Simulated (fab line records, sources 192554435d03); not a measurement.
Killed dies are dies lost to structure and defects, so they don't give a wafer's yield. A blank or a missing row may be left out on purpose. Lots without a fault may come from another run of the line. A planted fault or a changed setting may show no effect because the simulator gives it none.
A struck lot beside a sound one | flow n5_finfet | 40 steps out of a route of 1938
Sound: wafers L454.4, L454.5, L454.6. Struck: wafer L448.3. (L448.4, L448.5 of the same lot were not struck and are left out.) The cause comes at the end.
At each step with rows: each side's tool, then ch and its chambers, then its first start. Under that, the readings that differ: sound wafers | struck wafers | difference of the means | sigmas: that difference in standard deviations of wafers without a fault.
alike: readings whose means differ by less than 2 such deviations, and words and numbers that are the same on both sides. not compared: withheld readings, readings that some wafer has no value for, bounds like >300 that may hide the same value, and numbers for which the record gives no deviation and whose values overlap.
The two part at a step that has a row with sigmas, a row that says differs or no value, or rows on one side only. Numbers that don't overlap but have no deviation are shown without sigmas and don't part them. A reading that every wafer of one side lacks parts them only if that side has two wafers or more.

first, 1 step without rows for these wafers: N5_BEOL_M0_DEGAS_112 (time 60 s).
N5_BEOL_M0_PRE_CLEAN_113: time 30 s.
  sound on pvd_sputter-03, day 10 09:16; struck on pvd_sputter-01, day 8 21:07
  alike: heater_power_w
then, 4 steps without rows for these wafers: N5_BEOL_M0_ALD_136 (deposits TaN, pulse time 2 s, purge time 3 s, co reactant purge time 2 s); N5_BEOL_M0_SURFACE_TREAT_137; N5_BEOL_M0_CVD_115 (deposits Co from CCTBA/H2, time 120 s); N5_BEOL_M0_SPUTTER_116 (material Cu, target thk 4 nm, time 7.37 s).
N5_BEOL_M0_ANNEAL_117: time 60 s.
  sound on pvd_sputter-02, day 10 09:59; struck on pvd_sputter-01, day 8 22:13
  alike: heater_power_w
then, 2 steps without rows for these wafers: N5_BEOL_M0_SPUTTER_132 (material Cu, target thk 4 nm, time 7.37 s); N5_BEOL_M0_ANNEAL_133 (time 60 s).
N5_BEOL_M0_SPUTTER_134: material Cu, target thk 4 nm, time 7.37 s.
  sound on pvd_sputter-02, day 10 10:08; struck on pvd_sputter-01, day 8 22:23
  alike: chuck_gas_flow_sccm, throttle_valve_pct
then, 2 steps without rows for these wafers: N5_BEOL_M0_ANNEAL_135 (time 60 s); N5_BEOL_M0_SPUTTER_141 (material Cu, target thk 4 nm, time 7.37 s).
N5_BEOL_M0_ECD_118: material Cu, target thk 300 nm.
  sound on ecd_cu-01 ch 0,1, day 10 10:23; struck on ecd_cu-02 ch 0,1, day 8 22:38
then, 6 steps without rows for these wafers: N5_BEOL_M0_ANNEAL_119 (time 90 s); N5_BEOL_M0_CMP_120 (polishes, stops on SiOC, t overpolish 6.9 s); N5_BEOL_M0_PRE_CLEAN_131 (time 15 s); N5_BEOL_M0_CO_CAP_123 (material Co, precursor CCTBA/H2, target thk 2 nm, time 102.1 s); N5_BEOL_M0_PRE_CLEAN_124 (time 15 s); N5_BEOL_M0_DEP_125 (deposits SiCN from 3MS/NH3, target thk 8 nm, time 14 s).
N5_BEOL_M0_RS_MEAS_126: measures by four-point-probe.
  sound on film_metro-02, day 10 11:21; struck on film_metro-01, day 8 23:33
  alike: M0_RS
then, 1 step without rows for these wafers: N5_BEOL_M1_ILD_DEP_00 (deposits SiOC from DEMS/O2, target thk 79 nm, time 15.3 s).
N5_BEOL_M1_THK_MEAS_01:
  sound on film_metro-02, day 10 11:29; struck on film_metro-02, day 8 23:42
  alike: M1_ILD_THK
then, 11 steps without rows for these wafers: N5_BEOL_M1_PECVD_72 (deposits SiO2 from TEOS/O2, target thk 16 nm, time 18 s); N5_BEOL_M1_HM_DEP_02 (deposits TiN, target thk 20 nm); N5_BEOL_M1_COAT_61 (time 60 s, resist thk 60 nm); N5_BEOL_M1_COAT_62 (time 60 s, resist thk 12 nm); N5_BEOL_M1_COAT_73 (time 60 s, resist thk 5 nm); N5_BEOL_M1_COAT_05 (resist thk 30 nm); N5_BEOL_M1_EBR_07; N5_BEOL_M1_SOFTBAKE_06 (time 60 s); N5_BEOL_M1_EXPOSE_08 (exposes mask M1); N5_BEOL_M1_PEB_09 (peb time 60 s); N5_BEOL_M1_DEVELOP_10 (develop time 30 s).
N5_BEOL_M1_CD_MEAS_11: target cd 17.05 nm.
  sound on cd_sem-02 ch 0, day 10 12:53; struck on cd_sem-01 ch 0, day 9 00:24
  alike: cd_nm
N5_BEOL_M1_OVL_MEAS_12:
  sound on overlay-02 ch 0, day 10 12:56; struck on overlay-01 ch 0, day 9 00:26
  alike: M1_OVL
N5_BEOL_M1_DESCUM_16: chemistry O2, time 7 s.
  sound on rie_diel-06 ch 0,1,2, day 10 14:08; struck on rie_diel-06 ch 0, day 9 00:32
  alike: drypump_motor_current_A, oes_product_au, rf_vpp_V, showerhead_plenum_p_Torr, throttle_valve_pct
  not compared: rf_hours_counter_h
then, 1 step without rows for these wafers: N5_BEOL_M1_ETCH_74 (etches underlayer in N2/H2, target depth 6.5 nm, time 5.2 s).
N5_BEOL_M1_ETCH_63: etches SiARC in CF4, target depth 15.6 nm, time 26 s.
  sound on rie_diel-06 ch 0,1,2, day 10 14:11; struck on rie_diel-06 ch 0, day 9 00:35
  alike: cf4_flow_sccm, drypump_motor_current_A, etch_rf_on_time_s, oes_product_au, rf_vpp_V, showerhead_plenum_p_Torr, throttle_valve_pct
  not compared: rf_hours_counter_h
then, 1 step without rows for these wafers: N5_BEOL_M1_ETCH_64 (etches SOC in N2/H2, target depth 75 nm, overetch 15 nm, time 112.5 s).
-- the record jumps here: 6 days lie between the struck wafers' starts before and after (it left off in module BEOL_M1 and takes up again in module PASSIVATION, whose first step shown is number 1936 of the route) --
N5_PASSIVATION_PROBE_49:
  the record has rows for the struck wafers here (prober-02, day 15 03:31) and none for the sound ones

WHERE THEY PART
Only at N5_PASSIVATION_PROBE_49, within this record.

WHY: what the simulator had put in
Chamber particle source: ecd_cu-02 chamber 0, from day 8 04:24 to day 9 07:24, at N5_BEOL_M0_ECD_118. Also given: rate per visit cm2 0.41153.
